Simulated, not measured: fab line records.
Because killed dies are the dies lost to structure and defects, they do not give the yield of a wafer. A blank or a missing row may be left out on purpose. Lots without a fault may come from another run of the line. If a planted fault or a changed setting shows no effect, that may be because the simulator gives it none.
Which of the tools did it?	flow nandHarc	32 wafers from 11 lots sampled at 5 of the route's 1302 steps

== WHAT THE GAUGES READ, wafer by wafer ==
NHARC_END_SORT_01. Usual: for defectLimitedYield, 90.7 % with a standard deviation of 2.9; for killedAtArray, 58 with a standard deviation of 20; for killedAtOther, 1.0 with a standard deviation of 1.2; for killedAtPeriphery, 4.1 with a standard deviation of 3; for killedDies, 63 with a standard deviation of 20; for killedOpen, 3.2 with a standard deviation of 1.7; for killedShort, 2.5 with a standard deviation of 1.5.
lot	measured	on	defectLimitedYield (%)	killedAtArray	killedAtOther	killedAtPeriphery	killedDies	killedOpen	killedShort	flag
L857	day 30 22:38	prober-02	91.6 0	55 671	1 0	1 6	57 677	4 2	2 2	OFF
L860	day 32 00:02	prober-01	0 0 87.9	673 673 77	0 3 2	4 1 3	677 677 82	5 1 5	4 4 2	OFF

== WHAT TOOL EACH LOT RAN ON (gives the tool, then ch and the chambers of the sampled wafers, and finally the start) ==
lot	NHARC_A_M1_ETCH_15	NHARC_A_M1_ANNEAL_31	NHARC_A_BONDPAD_ETCH_12	NHARC_A_BONDPAD_STRIP_15
L842	rieDiel-01 ch 0,1,2, day 23 17:19 or earlier	rtpAnneal-02 ch 0, day 23 17:19	rieDiel-06 ch 0,1,3, day 23 20:19	rieDiel-06 ch 1,2, day 23 20:31
L844	rieDiel-01 ch 0,1, day 23 22:36 or earlier	rtpAnneal-01 ch 0, day 23 22:36	rieDiel-05 ch 0,1,3, day 24 01:39	rieDiel-11 ch 0,1,3, day 24 01:53
L841	rieDiel-04 ch 0,2,3, day 24 03:51 or earlier	rtpAnneal-02 ch 0, day 24 03:51	rieDiel-05 ch 2,3, day 24 06:56	rieDiel-05 ch 0,3, day 24 07:09
L847	rieDiel-10 ch 1,2, day 24 20:21 or earlier	rtpAnneal-02 ch 0, day 24 20:21	rieDiel-05 ch 0,3, day 24 23:29	rieDiel-11 ch 2,3, day 24 23:45
L848	rieDiel-01 ch 1,2,3, day 25 12:58 or earlier	rtpAnneal-02 ch 0, day 25 12:58	rieDiel-06 ch 0,1,3, day 25 16:05	rieDiel-11 ch 0,1, day 25 16:17
L850	rieDiel-01 ch 1,2,3, day 26 12:31 or earlier	rtpAnneal-01 ch 0, day 26 12:31	rieDiel-05 ch 1,2,3, day 26 15:49	rieDiel-05 ch 1,2,3, day 26 16:02
L851	rieDiel-10 ch 0,1,3, day 27 01:36 or earlier	rtpAnneal-02 ch 0, day 27 01:36	rieDiel-05 ch 1,2,3, day 27 05:05	rieDiel-11 ch 0,2,3, day 27 05:18
L857	rieDiel-04 ch 1,2, day 29 14:35 or earlier	rtpAnneal-01 ch 0, day 29 14:35	rieDiel-05 ch 1,2, day 29 17:43	rieDiel-06 ch 0,3, day 29 17:58
L860	rieDiel-01 ch 0,2,3, day 30 13:13 or earlier	rtpAnneal-01 ch 0, day 30 13:13	rieDiel-05 ch 1,2,3, day 30 16:13	rieDiel-05 ch 0,1,3, day 30 16:27
L861	rieDiel-04 ch 1,2,3, day 31 09:35 or earlier	rtpAnneal-01 ch 0, day 31 09:35	rieDiel-11 ch 0,1,2, day 31 12:38	rieDiel-05 ch 0,1,2, day 31 12:51
L864	rieDiel-10 ch 0,1,2, day 32 11:53 or earlier	rtpAnneal-01 ch 0, day 32 11:53	rieDiel-11 ch 0,2,3, day 32 14:57	rieDiel-06 ch 1,2,3, day 32 15:12
- NHARC_A_M1_ETCH_15: etches the open film in C4F8/Ar, target depth 182.5 nm, time 91.2 s.
- NHARC_A_M1_ANNEAL_31: time 90 s.
- NHARC_A_BONDPAD_ETCH_12: etches the open film in CHF3/O2, target depth 220 nm, time 110 s.
- NHARC_A_BONDPAD_STRIP_15: strips in O2.

== AS READ BY THE TOOLS THEMSELVES (means over the sampled wafers that have a number; for cases with no such wafer, the mark the record gives instead) ==
NHARC_A_M1_ETCH_15. Usual: chamberPressureMTorr 25.001 mTorr, standard deviation 0.021; oesProductAu 0.957 a.u., standard deviation 0.018; rfVppV 441.6 V, standard deviation 2.9; runLengthS 112.5 s, standard deviation 0.58.
lot	tool	chamberPressureMTorr (mTorr)	oesProductAu (a.u.)	rfVppV (V)	runLengthS (s)	flag
L842	rieDiel-01	25.018	0.919	442.3	112.3	
L844	rieDiel-01	25.011	0.975	443.0	111.9	
L841	rieDiel-04	24.988	0.956	440.1	112.4	
L847	rieDiel-10	24.991	0.969	442.5	113.2	
L848	rieDiel-01	25.028	0.957	438.4	112.3	
L850	rieDiel-01	24.990	0.960	439.4	112.6	
L851	rieDiel-10	24.991	0.964	444.5	112.8	
L857	rieDiel-04	24.993	0.952	443.0	113.2	
L860	rieDiel-01	24.995	0.967	440.9	112.1	
L861	rieDiel-04	24.995	0.973	442.5	112.9	
L864	rieDiel-10	24.996	0.935	443.0	112.8	

NHARC_A_M1_ANNEAL_31. Usual: 225.9 for wafer_temp_C_max, sd 0.43.
lot	tool	wafer_temp_C_max	flag
L842	rtpAnneal-02	225.6	
L844	rtpAnneal-01	226.5	
L841	rtpAnneal-02	225.6	
L847	rtpAnneal-02	225.6	
L848	rtpAnneal-02	225.4	
L850	rtpAnneal-01	226.3	
L851	rtpAnneal-02	225.3	
L857	rtpAnneal-01	226.1	
L860	rtpAnneal-01	226.2	
L861	rtpAnneal-01	226.3	
L864	rtpAnneal-01	226.3	

NHARC_A_BONDPAD_ETCH_12. Usual: chamberPressureMTorr 25.001 mTorr, standard deviation 0.023; drypumpMotorCurrentA 5.8 A, standard deviation 0.51; mfcArSccm 200.0 sccm, standard deviation 0.64; oesProductAu 0.951 a.u., standard deviation 0.024; rfVppV 370.8 V, standard deviation 2.2; runLengthS 131.0 s, standard deviation 0.36; showerheadPlenumPTorr 2.41 Torr, standard deviation 0.096; throttleValvePct 20.572 %, standard deviation 0.0094.
lot	tool	chamberPressureMTorr (mTorr)	drypumpMotorCurrentA (A)	mfcArSccm (sccm)	oesProductAu (a.u.)	rfVppV (V)	runLengthS (s)	showerheadPlenumPTorr (Torr)	throttleValvePct (%)	flag
L842	rieDiel-06	24.988	5.7	199.6	0.919	370.9	130.9	2.41	20.566	
L844	rieDiel-05	24.989	6.0	200.3	0.924	372.2	130.8	2.49	20.566	
L841	rieDiel-05	25.005	6.1	199.8	0.977	370.1	130.9	2.38	20.574	
L847	rieDiel-05	25.005	6.3	200.5	0.921	372.0	130.6	2.46	20.574	
L848	rieDiel-06	24.991	5.7	200.0	0.936	371.3	130.8	2.41	20.566	
L850	rieDiel-05	25.006	5.8	200.3	0.962	370.6	131.0	2.41	20.571	
L851	rieDiel-05	24.986	5.8	201.1	0.953	371.2	131.0	2.41	20.561	
L857	rieDiel-05	24.995	5.4	199.9	0.966	370.5	116.5	2.41	20.568	OFF
L860	rieDiel-05	24.986	5.8	200.3	0.928	370.7	111.3	2.41	20.570	OFF
L861	rieDiel-11	24.983	5.8	200.6	0.938	369.8	131.3	2.30	20.571	
L864	rieDiel-11	25.013	5.9	200.7	0.993	367.0	131.3	2.28	20.570	

NHARC_A_BONDPAD_STRIP_15. Usual: for chamberPressureMTorr, 60.00 mTorr with a standard deviation of 0.053; for drypumpMotorCurrentA, 5.9 A with a standard deviation of 0.41; for mfcArSccm, 0.009 sccm with a standard deviation of 0.012; for oesProductAu, 1.001 a.u. with a standard deviation of 0.0091; for rfVppV, 57.8 V with a standard deviation of 0.8; for showerheadPlenumPTorr, 3.50 Torr with a standard deviation of 0.14; for throttleValvePct, 17.036 % with a standard deviation of 0.0088.
lot	tool	chamberPressureMTorr (mTorr)	drypumpMotorCurrentA (A)	mfcArSccm (sccm)	oesProductAu (a.u.)	rfVppV (V)	showerheadPlenumPTorr (Torr)	throttleValvePct (%)	flag
L842	rieDiel-06	60.01	6.0	0.000	1.002	57.6	3.46	17.026	
L844	rieDiel-11	60.00	6.0	0.007	0.995	58.0	3.40	17.030	
L841	rieDiel-05	59.98	6.0	0.006	0.988	58.7	3.67	17.033	
L847	rieDiel-11	60.02	5.9	0.028	1.004	58.0	3.40	17.030	
L848	rieDiel-11	60.03	5.9	0.000	1.001	57.2	3.42	17.042	
L850	rieDiel-05	59.96	5.8	0.013	1.007	57.8	3.53	17.033	
L851	rieDiel-11	59.99	5.9	0.018	1.010	57.7	3.37	17.034	
L857	rieDiel-06	60.01	5.7	0.000	0.999	57.8	3.55	17.033	
L860	rieDiel-05	60.02	6.0	0.006	0.997	57.9	3.65	17.036	
L861	rieDiel-05	60.00	5.5	0.007	1.001	58.1	3.60	17.041	
L864	rieDiel-06	60.02	6.1	0.000	0.997	58.1	3.42	17.042	

== THE ANSWER, worked out from the rows above alone ==
Rule: a lot is off if the mean of its wafers that have a number lies more than 3 standard deviations from the usual mean. A lot without any number at a reading at which 4 lots or more have one is off too. All remaining lots with rows at the step are treated as sound. Order of review: gauges by route order, followed by the tools' own readings, for which a lot's mean as printed above is used. The first step at which some lot is off is used, and at that step the reading that is off furthest; a lot without a number counts as furthest.
Off: L857, L860 (NHARC_END_SORT_01, defectLimitedYield). Neither off nor sound, because the step has no rows for them: L842, L844, L841, L847, L848, L850, L851, L861, L864.
If a tool, at a process step before that reading, ran all the lots that are off and no sound lot after the first of them, it fits. The gauges at NHARC_END_SORT_01 aren't tried: what is off there is off at NHARC_A_BONDPAD_ETCH_12 too, on other tools, and a gauge's error can't cause that. With no start given for some of its lots, NHARC_A_M1_ETCH_15 uses the hours and lot order of NHARC_A_M1_ANNEAL_31. This does not decide it: 2 tools fit, namely rtpAnneal-01 at NHARC_A_M1_ANNEAL_31 and rieDiel-05 at NHARC_A_BONDPAD_ETCH_12.

== WHAT THE SIMULATOR HAD INSERTED ==
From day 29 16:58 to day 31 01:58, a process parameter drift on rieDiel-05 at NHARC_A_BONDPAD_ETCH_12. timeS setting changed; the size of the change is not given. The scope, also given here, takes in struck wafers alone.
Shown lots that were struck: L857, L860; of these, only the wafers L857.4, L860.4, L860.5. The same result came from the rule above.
